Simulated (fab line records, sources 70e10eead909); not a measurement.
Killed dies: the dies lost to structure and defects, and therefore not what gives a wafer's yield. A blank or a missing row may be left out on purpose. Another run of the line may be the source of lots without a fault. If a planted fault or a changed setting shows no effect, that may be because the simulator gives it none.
Which tool is to blame?    flow nand harc    Sampling: 24 lots, 72 wafers, 5 of 1159 route steps

WHAT THE GAUGES READ, wafer by wafer
NHARC_P_M0_CD_MEAS_16.
lot   measured      on         cd nm (nm)
L074  day 6 02:10   cd sem-03  91.5 91.0 88.9
L076  day 6 08:03   cd sem-01  89.8 89.4 89.4
L075  day 6 08:45   cd sem-03  90.7 90.7 90.0
L077  day 6 12:59   cd sem-01  90.0 89.3 89.5
L079  day 6 17:45   cd sem-03  90.6 89.9 90.0
L078  day 6 21:08   cd sem-02  88.2 89.3 88.8
L080  day 7 09:08   cd sem-01  90.1 90.1 89.9
L081  day 7 17:38   cd sem-02  87.9 88.9 88.5
L082  day 7 23:30   cd sem-03  89.0 89.7 89.4
L083  day 8 03:10   cd sem-01  90.2 89.4 90.0
L084  day 8 04:04   cd sem-02  90.5 89.9 90.8
L087  day 8 22:55   cd sem-01  89.3 89.3 89.1
L088  day 8 23:26   cd sem-02  89.9 89.0 89.1
L086  day 9 01:34   cd sem-03  88.0 88.8 88.2
L085  day 9 11:59   cd sem-03  89.2 91.0 88.8
L089  day 9 19:50   cd sem-03  89.3 88.5 89.8
L091  day 9 23:22   cd sem-02  88.8 89.1 88.1
L090  day 9 23:50   cd sem-03  89.2 89.2 89.4
L093  day 10 11:51  cd sem-03  89.9 90.6 90.1
L092  day 10 16:46  cd sem-01  90.5 90.5 90.2
L094  day 10 21:38  cd sem-01  89.1 88.6 90.2
L097  day 11 11:07  cd sem-01  89.2 88.8 90.5
L095  day 11 11:47  cd sem-01  89.6 89.5 89.1
L096  day 11 17:52  cd sem-03  90.2 91.6 90.2

NHARC_P_M1_CD_MEAS_16.
lot   measured      on         cd nm (nm)
L074  day 6 06:16   cd sem-01  129.6 131.2 130.1
L076  day 6 12:07   cd sem-02  130.8 129.9 130.3
L075  day 6 12:43   cd sem-01  129.3 129.8 128.3
L077  day 6 17:05   cd sem-01  128.4 129.8 128.6
L079  day 6 21:52   cd sem-03  129.8 130.4 129.7
L078  day 7 01:13   cd sem-02  131.5 129.4 129.3
L080  day 7 13:23   cd sem-02  129.9 130.2 129.4
L081  day 7 22:12   cd sem-03  130.3 131.9 130.8
L082  day 8 03:42   cd sem-01  127.9 130.1 130.2
L083  day 8 07:08   cd sem-02  129.0 129.7 129.5
L084  day 8 08:19   cd sem-02  130.6 130.0 128.2
L087  day 9 03:04   cd sem-01  129.7 131.4 130.3
L088  day 9 03:32   cd sem-01  131.2 130.3 129.7
L086  day 9 05:39   cd sem-01  130.7 131.1 130.9
L085  day 9 16:19   cd sem-02  129.9 130.2 130.5
L089  day 9 23:46   cd sem-01  131.5 130.6 131.0
L091  day 10 03:25  cd sem-02  132.3 129.8 130.2
L090  day 10 04:14  cd sem-03  129.5 129.2 130.0
L093  day 10 15:57  cd sem-03  132.2 131.0 130.8
L092  day 10 21:11  cd sem-01  130.1 131.1 130.6
L094  day 11 02:04  cd sem-01  128.9 129.7 128.9
L097  day 11 15:11  cd sem-01  130.8 132.5 131.3
L095  day 11 15:55  cd sem-03  130.4 129.5 129.9
L096  day 11 22:02  cd sem-02  130.3 129.4 130.3

NHARC_P_M2_CD_MEAS_16.
lot   measured      on         cd nm (nm)
L074  day 6 10:28   cd sem-02  171.0 171.4 172.2
L076  day 6 16:40   cd sem-03  169.0 169.5 169.3
L075  day 6 17:02   cd sem-02  170.6 172.0 170.1
L077  day 6 21:19   cd sem-02  168.2 169.9 170.9
L079  day 7 02:10   cd sem-03  170.2 171.2 170.8
L078  day 7 05:34   cd sem-03  170.5 170.6 169.8
L080  day 7 17:23   cd sem-02  170.2 170.2 169.2
L081  day 8 02:56   cd sem-03  169.9 170.5 167.9
L082  day 8 07:50   cd sem-02  168.8 170.6 169.4
L083  day 8 11:21   cd sem-01  170.2 169.4 170.3
L084  day 8 12:31   cd sem-03  170.4 169.9 169.9
L087  day 9 07:12   cd sem-03  169.2 171.2 170.1
L088  day 9 07:34   cd sem-02  170.1 170.2 171.7
L086  day 9 09:50   cd sem-03  170.6 169.9 169.2
L085  day 9 20:36   cd sem-03  170.8 171.1 171.2
L089  day 10 03:55  cd sem-01  171.4 170.6 169.9
L091  day 10 07:35  cd sem-01  170.3 170.4 168.9
L090  day 10 08:26  cd sem-02  169.2 169.7 169.4
L093  day 10 20:15  cd sem-03  170.8 168.8 169.8
L092  day 11 01:37  cd sem-02  170.4 171.4 170.8
L094  day 11 06:28  cd sem-03  169.9 170.5 169.5
L097  day 11 19:33  cd sem-02  171.2 170.3 169.9
L095  day 11 20:40  cd sem-01  169.5 171.5 170.6
L096  day 12 02:10  cd sem-01  169.3 169.9 170.8

WHICH TOOL RAN EACH LOT (tool, then ch and the chambers of the sampled wafers, then the start)
lot   NHARC_P_M0_PVD_20                        NHARC_P_M1_ETCH_35
L074  pvd sputter-01, day 6 06:03 or earlier   rie diel-02 ch 0,2, day 6 06:03
L076  pvd sputter-03, day 6 11:54 or earlier   rie diel-02 ch 0,3, day 6 11:54
L075  pvd sputter-01, day 6 12:30 or earlier   rie diel-02 ch 1,2,3, day 6 12:30
L077  pvd sputter-02, day 6 16:52 or earlier   rie diel-13 ch 1,2, day 6 16:52
L079  pvd sputter-02, day 6 21:38 or earlier   rie diel-13 ch 1,2, day 6 21:38
L078  pvd sputter-02, day 7 00:59 or earlier   rie diel-10 ch 1,2,3, day 7 00:59
L080  pvd sputter-03, day 7 13:09 or earlier   rie diel-13 ch 1,2, day 7 13:09
L081  pvd sputter-03, day 7 21:59 or earlier   rie diel-10 ch 2,3, day 7 21:59
L082  pvd sputter-02, day 8 03:28 or earlier   rie diel-10 ch 0,1,2, day 8 03:28
L083  pvd sputter-03, day 8 06:55 or earlier   rie diel-13 ch 1,3, day 8 06:55
L084  pvd sputter-03, day 8 08:07 or earlier   rie diel-13 ch 0,1,2, day 8 08:07
L087  pvd sputter-01, day 9 02:50 or earlier   rie diel-02 ch 0,1,3, day 9 02:50
L088  pvd sputter-02, day 9 03:19 or earlier   rie diel-02 ch 1,2,3, day 9 03:19
L086  pvd sputter-02, day 9 05:26 or earlier   rie diel-10 ch 0,1,2, day 9 05:26
L085  pvd sputter-03, day 9 16:05 or earlier   rie diel-10 ch 0,1,2, day 9 16:05
L089  pvd sputter-03, day 9 23:33 or earlier   rie diel-02 ch 0,2,3, day 9 23:33
L091  pvd sputter-01, day 10 03:12 or earlier  rie diel-10 ch 0,1,3, day 10 03:12
L090  pvd sputter-01, day 10 04:02 or earlier  rie diel-13 ch 0,2, day 10 04:02
L093  pvd sputter-02, day 10 15:44 or earlier  rie diel-10 ch 0,1,3, day 10 15:44
L092  pvd sputter-03, day 10 20:59 or earlier  rie diel-10 ch 1,2,3, day 10 20:59
L094  pvd sputter-02, day 11 01:50 or earlier  rie diel-13 ch 2,3, day 11 01:50
L097  pvd sputter-03, day 11 14:58 or earlier  rie diel-10 ch 0,1,3, day 11 14:58
L095  pvd sputter-03, day 11 15:42 or earlier  rie diel-13 ch 0,2,3, day 11 15:42
L096  pvd sputter-01, day 11 21:49 or earlier  rie diel-13 ch 1,2,3, day 11 21:49
- NHARC_P_M0_PVD_20: deposits TaN, target thk 5 nm, time 8.06 s.
- NHARC_P_M1_ETCH_35: etches the open film in N2/H2, target depth 40 nm, overetch 12 nm, time 43.94 s.

AS READ BY THE TOOLS THEMSELVES (means over the sampled wafers that have a number; for cases with no such wafer, the mark the record gives instead)
NHARC_P_M0_PVD_20.
lot   tool            substrate temp c (C)  throttle valve pct (%)
L074  pvd sputter-01  50.13                 30.0
L076  pvd sputter-03  49.89                 29.8
L075  pvd sputter-01  50.07                 30.9
L077  pvd sputter-02  50.02                 29.8
L079  pvd sputter-02  50.02                 30.6
L078  pvd sputter-02  50.05                 29.8
L080  pvd sputter-03  49.96                 30.5
L081  pvd sputter-03  50.11                 30.5
L082  pvd sputter-02  50.09                 30.3
L083  pvd sputter-03  49.86                 30.6
L084  pvd sputter-03  50.08                 30.2
L087  pvd sputter-01  49.97                 30.2
L088  pvd sputter-02  49.90                 29.8
L086  pvd sputter-02  50.22                 29.9
L085  pvd sputter-03  50.00                 30.1
L089  pvd sputter-03  49.94                 30.6
L091  pvd sputter-01  50.03                 29.9
L090  pvd sputter-01  49.93                 30.2
L093  pvd sputter-02  50.19                 30.2
L092  pvd sputter-03  49.97                 30.2
L094  pvd sputter-02  50.02                 29.9
L097  pvd sputter-03  49.92                 30.4
L095  pvd sputter-03  50.01                 30.3
L096  pvd sputter-01  50.21                 30.1

NHARC_P_M1_ETCH_35.
lot   tool         bias w (W)  drypump motor current A (A)  mfc ar sccm (sccm)  oes product au (a.u.)  rf vpp V (V)  showerhead plenum p Torr (Torr)  throttle valve pct (%)
L074  rie diel-02  149.8       5.6                          0.002               0.998                  432.8         2.12                             14.170
L076  rie diel-02  150.2       5.8                          0.007               0.995                  433.1         2.11                             14.172
L075  rie diel-02  150.2       5.8                          0.013               0.988                  432.2         2.08                             14.169
L077  rie diel-13  149.8       5.4                          0.011               0.994                  428.9         1.98                             14.162
L079  rie diel-13  150.2       5.4                          0.011               0.990                  429.2         1.98                             14.164
L078  rie diel-10  150.2       6.0                          0.007               0.997                  432.1         2.06                             14.171
L080  rie diel-13  150.1       5.7                          0.022               0.988                  429.4         2.02                             14.172
L081  rie diel-10  150.3       6.1                          0.007               0.990                  429.3         1.97                             14.177
L082  rie diel-10  149.7       6.0                          0.002               0.986                  431.4         2.06                             14.179
L083  rie diel-13  149.6       5.7                          0.011               0.996                  430.5         2.05                             14.178
L084  rie diel-13  149.9       5.5                          0.011               0.996                  430.8         2.07                             14.178
L087  rie diel-02  150.4       5.9                          0.011               0.996                  430.6         2.05                             14.174
L088  rie diel-02  150.2       5.9                          0.013               0.993                  431.7         2.08                             14.160
L086  rie diel-10  149.6       6.0                          0.002               0.997                  431.7         2.06                             14.175
L085  rie diel-10  150.3       6.0                          0.002               1.009                  431.4         2.06                             14.167
L089  rie diel-02  150.3       5.7                          0.009               1.001                  432.7         2.14                             14.178
L091  rie diel-10  150.0       6.0                          0.010               1.001                  431.6         2.10                             14.166
L090  rie diel-13  149.6       5.2                          0.000               0.989                  432.5         2.11                             14.158
L093  rie diel-10  150.2       6.0                          0.010               1.006                  430.9         2.10                             14.175
L092  rie diel-10  150.1       6.0                          0.007               0.999                  431.3         2.06                             14.168
L094  rie diel-13  150.0       5.5                          0.000               0.989                  430.1         2.01                             14.173
L097  rie diel-10  150.3       6.0                          0.010               1.006                  432.4         2.10                             14.168
L095  rie diel-13  150.1       5.3                          0.000               0.980                  430.5         2.06                             14.173
L096  rie diel-13  150.0       5.6                          0.011               0.991                  429.4         2.01                             14.178

THE ANSWER, worked out from the rows above alone
Rule: what is usual is taken from the lots themselves. The widest of any qualifying gaps counts: lots, ordered by their means at a reading, are off when they make up no more than a third of the lots, leave a main group of 4 or more, and stand apart from it by 3 or more times the standard deviation of that group's means. Not used: any main group whose means are identical at the precision the tables above print for the reading. A lot without any number at a reading at which 4 lots or more have one is off too. Where the step has rows for the other lots, those lots are counted as sound. The gauges are gone through in route order, then the tools' own readings, and for those a lot's mean is taken as printed above. The first step at which some lot is off is used, and at that step the reading that is off furthest; a lot without a number counts as furthest.
No lot is off on any of the readings shown, so nothing can be concluded from this.

WHAT WAS PUT IN BY THE SIMULATOR
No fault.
